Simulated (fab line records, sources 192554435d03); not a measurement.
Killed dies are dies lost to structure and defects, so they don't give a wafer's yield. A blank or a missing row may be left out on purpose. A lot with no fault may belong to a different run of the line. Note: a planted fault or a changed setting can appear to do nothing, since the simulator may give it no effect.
Chamber matching    flow n5Finfet    rieDiel-01 running N5_FIN_CUT_CUT_ETCH_27: 4 sister chambers
The step etches SiO2 in CHF3/O2, target depth 4 nm, overetch 2 nm, time 4.9 s. 20 wafers are shown with their chamber, then 10 later ones without.

WAFERS WITH THEIR CHAMBER
wafer   chamber  drypumpMotorCurrentA (A)  showerheadPlenumPTorr (Torr)  rfVppV (V)
L077.3  3        6.5                       2.38                          512
L077.4  1        4.9                       2.31                          531
L077.6  3        6.4                       2.38                          512
L078.2  3        6.4                       2.38                          511
L078.4  2        5.2                       2.43                          532
L078.6  1        4.9                       2.31                          530
L079.1  0        5.6                       2.45                          523
L079.2  1        4.9                       2.31                          533
L079.4  2        5.2                       2.43                          532
L080.1  1        4.9                       2.31                          531
L080.3  2        5.2                       2.43                          533
L080.6  2        5.2                       2.43                          532
L082.1  3        6.4                       2.38                          512
L082.2  0        5.6                       2.45                          524
L082.6  3        6.4                       2.38                          512
L088.2  1        4.9                       2.30                          530
L088.5  3        6.4                       2.37                          514
L088.6  0        5.6                       2.44                          524
L089.4  0        5.6                       2.44                          525
L089.5  3        6.4                       2.37                          513

SIGNATURES (averages over the wafers above)
reading                chamber 0  chamber 1  chamber 2  chamber 3  scatter within a chamber
drypumpMotorCurrentA   5.600      4.900      5.200      6.414      0.0231
showerheadPlenumPTorr  2.4450     2.3080     2.4300     2.3771     0.00449
rfVppV                 524.00     531.00     532.25     512.29     0.941
Rule: a wafer's distance from a chamber is the root of the sum, over the readings, of the square of ((its reading less the chamber's mean) divided by the reading's scatter). The wafer belongs to the nearest chamber; if the next one is less than 2 further off, it can't be placed. The scatter: the root of (the sum of the squares of (reading less its chamber's mean) over the shown wafers, divided by (wafers less chambers)).

WAFERS WITH NO CHAMBER GIVEN
wafer   drypumpMotorCurrentA (A)  showerheadPlenumPTorr (Torr)  rfVppV (V)
L089.6  5.6                       2.44                          524
L095.1  6.4                       2.37                          511
L095.3  5.6                       2.44                          525
L095.4  5.2                       2.42                          531
L096.2  4.9                       2.30                          530
L096.4  5.2                       2.42                          529
L096.6  5.6                       2.43                          523
L097.1  6.4                       2.37                          511
L097.5  5.2                       2.42                          531
L097.6  6.4                       2.37                          512

EACH ONE'S CHAMBER
wafer   from the rows above  in truth
L089.6  0                    0
L095.1  3                    3
L095.3  0                    0
L095.4  2                    2
L096.2  1                    1
L096.4  2                    2
L096.6  0                    0
L097.1  3                    3
L097.5  2                    2
L097.6  3                    3
Correctly placed: 10 of 10. Can't be placed from these rows: 0. 0 placed wrongly.
